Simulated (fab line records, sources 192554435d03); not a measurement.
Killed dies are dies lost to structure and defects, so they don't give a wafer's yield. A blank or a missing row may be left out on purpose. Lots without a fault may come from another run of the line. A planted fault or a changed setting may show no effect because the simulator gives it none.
A struck lot beside a sound one | flow n5_finfet | 18 steps out of a route of 1938
Sound: wafers L172.3, L172.4, L172.5. Struck: wafers L178.3, L178.4, L178.6. The cause comes at the end.
At each step with rows: each side's tool, then ch and its chambers, then its first start. Under that, the readings that differ: sound wafers | struck wafers | difference of the means | sigmas: that difference in standard deviations of wafers without a fault.
alike: readings whose means differ by less than 2 such deviations, and words and numbers that are the same on both sides. not compared: withheld readings, readings that some wafer has no value for, bounds like >300 that may hide the same value, and numbers for which the record gives no deviation and whose values overlap.
The two part at a step that has a row with sigmas, a row that says differs or no value, or rows on one side only. Numbers that don't overlap but have no deviation are shown without sigmas and don't part them. A reading that every wafer of one side lacks parts them only if that side has two wafers or more.

first, 7 steps without rows for these wafers: N5_BEOL_M7_COAT_60 (time 60 s, resist thk 35 nm); N5_BEOL_M7_COAT_05 (resist thk 90 nm); N5_BEOL_M7_EBR_07; N5_BEOL_M7_SOFTBAKE_06 (time 60 s); N5_BEOL_M7_EXPOSE_08 (exposes mask M7); N5_BEOL_M7_PEB_09 (peb time 60 s); N5_BEOL_M7_DEVELOP_10 (develop time 30 s).
N5_BEOL_M7_CD_MEAS_11: target cd 38.5 nm.
  sound on cd_sem-01 ch 0, day 11 19:01; struck on cd_sem-02 ch 0, day 13 11:20
  alike: cd_nm
N5_BEOL_M7_OVL_MEAS_12:
  sound on overlay-01 ch 0, day 11 19:03; struck on overlay-01 ch 0, day 13 11:22
  alike: M7_OVL
N5_BEOL_M7_INSPECT_13: inspects for defects (brightfield).
  sound on defect_inspect-01, day 11 19:04; struck on defect_inspect-02, day 13 11:23
  alike: raw_defect_count
N5_BEOL_M7_DESCUM_16: chemistry O2, time 7.9 s.
  sound on rie_diel-05 ch 0,3, day 11 19:06; struck on rie_diel-05 ch 1,3, day 13 11:26
  alike: drypump_motor_current_A, oes_product_au, rf_vpp_V, showerhead_plenum_p_Torr, throttle_valve_pct
  not compared: rf_hours_counter_h
N5_BEOL_M7_ETCH_61: etches SiARC in CF4, target depth 45.5 nm, time 75.8 s.
  sound on rie_diel-05 ch 0,3, day 11 19:08; struck on rie_diel-05 ch 1,3, day 13 11:28
  alike: drypump_motor_current_A, etch_rf_on_time_s, oes_product_au, rf_fwd_power_W, rf_vpp_V, showerhead_plenum_p_Torr, throttle_valve_pct
  not compared: rf_hours_counter_h
N5_BEOL_M7_ETCH_62: etches SOC in N2/H2, target depth 110 nm, overetch 22 nm, time 165 s.
  sound on rie_diel-05 ch 0,3, day 11 19:11; struck on rie_diel-05 ch 1,3, day 13 11:31
  reading                                    | sound             | struck               | difference | sigmas
  rf_fwd_power_W (W)                         | 835.1 840.9 840.6 | 1039.9 1039.8 1032.2 | +198.4     | +73
  rf_vpp_V (V)                               | 527 526 526       | 490 489 483          | -39        | -12
  model.SiARC_of_BEOL_M7_COAT_60.thk_nm (nm) | 28.4 28.2 28.4    | 27.6 27.6 27.4       | -0.8       |
  model.BEOL_M7.cd_offset_nm (nm)            | -0.2 -0.4 -0.4    | 0.4 0.2 0.4          | +0.7       |
  alike: drypump_motor_current_A, h2_flow_sccm, oes_product_au, showerhead_plenum_p_Torr, throttle_valve_pct
  not compared: rf_hours_counter_h
then, 1 step without rows for these wafers: N5_BEOL_M7_STRIP_68 (strips in N2/H2).
N5_BEOL_M7_STRIP_67: strips in CF4.
  sound on rie_diel-05 ch 0,3, day 11 19:20; struck on rie_diel-05 ch 1,3, day 13 11:40
  alike: drypump_motor_current_A, oes_product_au, power_w, rf_vpp_V, showerhead_plenum_p_Torr, throttle_valve_pct
  not compared: rf_hours_counter_h
N5_BEOL_M7_HM_OPEN_17: chemistry Cl2/BCl3, target TiN, target depth 20 nm, overetch 6 nm.
  sound on rie_metal-03 ch 0,1, day 11 19:25; struck on rie_metal-02 ch 0,1, day 13 11:44
  reading                         | sound          | struck      | difference | sigmas
  model.BEOL_M7.cd_offset_nm (nm) | -0.2 -0.4 -0.2 | 0.4 0.2 0.2 | +0.5       |
  alike: drypump_motor_current_A, he_backside_leak_sccm, oes_product_au, throttle_valve_pct
  not compared: rf_hours_counter_h
N5_BEOL_M7_STRIP_19: strips in O2.
  sound on rie_diel-05 ch 0,2,3, day 11 19:29; struck on rie_diel-06 ch 1,3, day 13 11:52
  alike: drypump_motor_current_A, oes_product_au, rf_vpp_V, showerhead_plenum_p_Torr, throttle_valve_pct
  not compared: rf_hours_counter_h
then, 1 step without rows for these wafers: N5_PASSIVATION_PROBE_49.

WHERE THEY PART
Only at N5_BEOL_M7_ETCH_62, within this record. Later steps at which nothing parts them and some readings are alike: N5_BEOL_M7_STRIP_67, N5_BEOL_M7_HM_OPEN_17, N5_BEOL_M7_STRIP_19.

WHY: what the simulator had put in
Process parameter drift: rie_diel-05, from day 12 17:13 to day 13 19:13, at N5_BEOL_M7_ETCH_62. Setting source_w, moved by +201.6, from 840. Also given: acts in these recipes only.
